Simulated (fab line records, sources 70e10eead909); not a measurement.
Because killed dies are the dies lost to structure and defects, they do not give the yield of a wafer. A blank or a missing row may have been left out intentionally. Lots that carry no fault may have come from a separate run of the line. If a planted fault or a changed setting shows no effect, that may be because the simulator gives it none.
The tool behind it: which one?	flow nand_harc	12 lots with 36 wafers sampled at 7 steps, on a route of 1302 steps

== WHAT THE GAUGES READ, wafer by wafer ==
NHARC_P_GATE_CD_MEAS_59: the cd target is 720 nm. Usual: 719.1 nm for cd_nm, sd 1.6.
lot	measured	on	cd_nm (nm)	flag
L661	day 5 10:35	cd_sem-03	717.9 720.3 717.9	
L662	day 6 01:55	cd_sem-03	719.7 719.2 717.4	
L663	day 6 06:04	cd_sem-02	720.4 717.7 719.3	
L667	day 7 23:58	cd_sem-01	719.1 716.9 718.7	
L669	day 9 04:46	cd_sem-03	720.2 718.5 718.4	
L670	day 9 11:27	cd_sem-02	720.1 719.8 720.7	
L672	day 10 16:53	cd_sem-01	717.2 716.7 718.8	
L674	day 10 23:05	cd_sem-02	718.1 719.1 718.6	
L676	day 11 16:18	cd_sem-03	717.8 718.4 718.3	
L677	day 12 09:18	cd_sem-03	716.5 718.5 719.0	
L683	day 14 18:14	cd_sem-01	718.1 717.5 718.5	
L684	day 15 01:52	cd_sem-03	717.3 718.3 718.2	

NHARC_P_GATE_INSPECT_68. Usual: 205 for raw_defect_count, sd 66.
lot	measured	on	raw_defect_count	flag
L661	day 5 15:22	defect_inspect-01	172 252 119	
L662	day 6 06:32	defect_inspect-01	143 209 145	
L663	day 6 10:52	defect_inspect-01	253 167 193	
L667	day 8 04:45	defect_inspect-01	164 196 181	
L669	day 9 09:24	defect_inspect-01	159 184 144	
L670	day 9 16:20	defect_inspect-02	78 205 233	
L672	day 10 21:32	defect_inspect-02	192 329 217	
L674	day 11 03:44	defect_inspect-01	442 496 538 457 497 556	OFF
L676	day 11 21:06	defect_inspect-01	563 451 452 559 434 460	OFF
L677	day 12 14:05	defect_inspect-01	135 348 92	
L683	day 14 22:53	defect_inspect-02	124 122 135	
L684	day 15 06:33	defect_inspect-02	270 353 271	

NHARC_END_SORT_01. Usual: defect_limited_yield 91 %, standard deviation 3.2; killed_at_array 53, standard deviation 21; killed_at_other 0.8, standard deviation 1.1; killed_at_periphery 4.2, standard deviation 2.7; killed_dies 58, standard deviation 22; killed_open 3.4, standard deviation 1.9; killed_short 2.5, standard deviation 1.6; sort_bin_2_pct 3.1 %, standard deviation 1.4; sort_bin_3_pct 0.6 %, standard deviation 0.43; sort_bin_4_pct 4.9 %, standard deviation 1.7; sort_n_pass 619, standard deviation 22; sort_rim_yield_pct 96.9 %, standard deviation 1.8; sort_yield_pct 91 %, standard deviation 3.2.
lot	measured	on	defect_limited_yield (%)	killed_at_array	killed_at_other	killed_at_periphery	killed_dies	killed_open	killed_short	sort_bin_2_pct (%)	sort_bin_3_pct (%)	sort_bin_4_pct (%)	sort_n_pass	sort_rim_yield_pct (%)	sort_yield_pct (%)	flag
L661	day 24 10:53	prober-01	93 94 91	42 41 54	0 0 0	5 3 8	47 44 62	5 0 3	3 3 7	3.0 1.9 3.5	0.3 0.1 0.7	3.7 4.4 4.9	630 633 615	99.1 99.1 98.1	93 94 91	
L663	day 24 21:37	prober-01	86 87 87	90 85 85	0 0 1	8 2 5	98 87 91	2 0 4	5 3 0	5.5 5.9 5.0	0.7 0.7 1.2	8.3 6.2 7.2	579 590 586	93.4 95.3 97.2	86 87 87	
L667	day 27 06:28	prober-02	91 92 91	58 46 51	1 1 1	4 5 6	63 52 58	2 3 1	3 2 1	3.7 2.8 2.5	0.9 0.3 0.6	4.7 4.6 5.5	614 625 619	96.2 96.2 97.2	91 92 91	
L669	day 27 23:43	prober-01	92 92 91	53 49 50	1 1 1	3 7 11	57 57 62	3 3 4	3 1 7	2.1 2.4 3.5	1.3 0.6 0.1	5.0 5.5 5.5	620 620 615	99.1 94.3 91.5	92 92 91	
L670	day 28 04:24	prober-02	88 87 88	70 84 75	5 3 0	7 1 4	82 88 79	4 4 4	2 2 1	4.4 3.8 3.8	1.3 1.6 1.0	6.4 7.5 6.8	595 589 598	95.3 98.1 97.2	88 87 88	
L672	day 29 13:03	prober-01	97 97 97	14 18 20	1 0 1	4 4 0	19 22 21	4 2 3	0 1 0	0.7 1.0 0.7	0 0 0.4	2.1 2.2 1.9	658 655 656	98.1 98.1 99.1	97 97 97	

== WHAT TOOL EACH LOT RAN ON (gives the tool, then ch and the chambers of the sampled wafers, and finally the start) ==
lot	NHARC_P_GATE_STRIP_111	NHARC_P_GATE_STRIP_75	NHARC_P_GATE_STRIP_50	NHARC_P_CONTACT_DEP_30
L661	plasma_asher-02 ch 0,1, day 5 09:25	plasma_asher-02 ch 0,1, day 5 09:40	wet_bench-07 ch 1,6,7, day 5 09:50	pecvd-03 ch 0,1, day 5 15:28
L662	plasma_asher-01 ch 1, day 6 00:52	plasma_asher-01 ch 1, day 6 01:07	wet_bench-02 ch 1,2,5, day 6 01:15	pecvd-03 ch 0,2, day 6 06:41
L663	plasma_asher-01 ch 0,1, day 6 04:59	plasma_asher-01 ch 0,1, day 6 05:10	wet_bench-02 ch 1,4,5, day 6 05:17	pecvd-03 ch 0,1,2, day 6 11:03
L667	plasma_asher-02 ch 0,1, day 7 22:53	plasma_asher-02 ch 0,1, day 7 23:04	wet_bench-02 ch 0,1,2, day 7 23:13	pecvd-03 ch 1,2, day 8 04:51
L669	plasma_asher-02 ch 0,1, day 9 03:32	plasma_asher-02 ch 0,1, day 9 03:50	wet_bench-09 ch 1,2,6, day 9 03:59	pecvd-02 ch 0,1,2, day 9 09:28
L670	plasma_asher-02 ch 1, day 9 10:24	plasma_asher-02 ch 1, day 9 10:40	wet_bench-09 ch 4,5,7, day 9 10:49	pecvd-03 ch 0,1, day 9 16:25
L672	plasma_asher-02 ch 1, day 10 15:43	plasma_asher-02 ch 1, day 10 15:59	wet_bench-07 ch 0,3,4, day 10 16:07	pecvd-04 ch 0,1,2, day 10 21:41
L674	plasma_asher-02 ch 0,1, day 10 22:02	plasma_asher-02 ch 0,1, day 10 22:17	wet_bench-07 ch 0,1,3, day 10 22:26	pecvd-03 ch 0,1, day 11 05:07
L676	plasma_asher-01 ch 0,1, day 11 15:05	plasma_asher-01 ch 0,1, day 11 15:23	wet_bench-07 ch 2,3,7, day 11 15:32	pecvd-04 ch 1,2, day 12 01:53
L677	plasma_asher-02 ch 1, day 12 08:15	plasma_asher-02 ch 1, day 12 08:31	wet_bench-09 ch 0,3,6, day 12 08:39	pecvd-02 ch 0,1,2, day 12 14:13
L683	plasma_asher-02 ch 0,1, day 14 17:04	plasma_asher-02 ch 0,1, day 14 17:20	wet_bench-09 ch 0,5,7, day 14 17:28	pecvd-03 ch 0,1,2, day 14 22:58
L684	plasma_asher-02 ch 0,1, day 15 00:38	plasma_asher-02 ch 0,1, day 15 00:56	wet_bench-02 ch 1,2,4, day 15 01:05	pecvd-02 ch 1,2, day 15 06:37
- NHARC_P_GATE_STRIP_111: strips in N2/H2, time 250 s.
- NHARC_P_GATE_STRIP_75: strips in O2.
- NHARC_P_GATE_STRIP_50: strips in SPM, time 900 s.
- NHARC_P_CONTACT_DEP_30: deposits SiNx, target thk 30 nm.

== AS READ BY THE TOOLS THEMSELVES (means over the sampled wafers that have a number; for cases with no such wafer, the mark the record gives instead) ==
NHARC_P_GATE_STRIP_111. Usual: drypump_motor_current_A 5.7 A, standard deviation 0.38; heater_power_w 94 W, standard deviation 11; rf_refl_power_W 24 W, standard deviation 8.
lot	tool	drypump_motor_current_A (A)	heater_power_w (W)	rf_refl_power_W (W)	flag
L661	plasma_asher-02	5.8	85	22	
L662	plasma_asher-01	5.0	94	12	
L663	plasma_asher-01	5.7	101	24	
L667	plasma_asher-02	5.8	89	28	
L669	plasma_asher-02	5.8	85	23	
L670	plasma_asher-02	5.7	82	18	
L672	plasma_asher-02	5.8	82	18	
L674	plasma_asher-02	5.8	89	27	
L676	plasma_asher-01	5.3	102	18	
L677	plasma_asher-02	5.7	78	18	
L683	plasma_asher-02	5.8	84	23	
L684	plasma_asher-02	5.8	89	26	

NHARC_P_GATE_STRIP_75. Usual: drypump_motor_current_A 5.7 A, standard deviation 0.37; heater_power_w 351 W, standard deviation 41; rf_refl_power_W 23 W, standard deviation 8.1.
lot	tool	drypump_motor_current_A (A)	heater_power_w (W)	rf_refl_power_W (W)	flag
L661	plasma_asher-02	5.8	322	23	
L662	plasma_asher-01	5.0	347	13	
L663	plasma_asher-01	5.7	384	23	
L667	plasma_asher-02	5.8	330	27	
L669	plasma_asher-02	5.8	313	23	
L670	plasma_asher-02	5.7	309	18	
L672	plasma_asher-02	5.8	307	18	
L674	plasma_asher-02	5.8	339	28	
L676	plasma_asher-01	5.3	380	19	
L677	plasma_asher-02	5.7	288	18	
L683	plasma_asher-02	5.8	315	22	
L684	plasma_asher-02	5.8	337	27	

NHARC_P_CONTACT_DEP_30. Usual: 656 W for heater_power_w, sd 93.
lot	tool	heater_power_w (W)	flag
L661	pecvd-03	748	
L662	pecvd-03	617	
L663	pecvd-03	689	
L667	pecvd-03	747	
L669	pecvd-02	566	
L670	pecvd-03	738	
L672	pecvd-04	664	
L674	pecvd-03	700	
L676	pecvd-04	606	
L677	pecvd-02	651	
L683	pecvd-03	657	
L684	pecvd-02	612	

== THE ANSWER, worked out from the rows above alone ==
Rule: take the mean of a lot's wafers that have a number; if it is more than 3 standard deviations from the usual mean, the lot is off. Also off: a lot with no number at a reading for which 4 or more lots have one. The other lots that the step has rows for count as sound. Order of review: gauges by route order, followed by the tools' own readings, for which a lot's mean as printed above is used. At the first step where some lot is off, the reading lying furthest off is the one used; lots without a number count as furthest.
Off at NHARC_P_GATE_INSPECT_68 (raw_defect_count): L674, L676.
A tool fits if, at a process step before that reading, it ran every lot that is off, and no sound lot after the first of them. Gauges at NHARC_P_GATE_INSPECT_68: tried the same way as those tools. One candidate fits, namely wet_bench-07 at NHARC_P_GATE_STRIP_50. A fault onset in the window from L672 (day 10 16:07, its last sound lot) to L674 (day 10 22:26, its first lot off) fits.

== WHAT WAS PUT IN BY THE SIMULATOR ==
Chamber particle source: wet_bench-07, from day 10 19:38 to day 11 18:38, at NHARC_P_GATE_STRIP_50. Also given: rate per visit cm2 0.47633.
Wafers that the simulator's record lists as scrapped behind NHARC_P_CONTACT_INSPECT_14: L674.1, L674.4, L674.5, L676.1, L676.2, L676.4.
Shown lots that were struck: L674, L676. The rule above found the same.
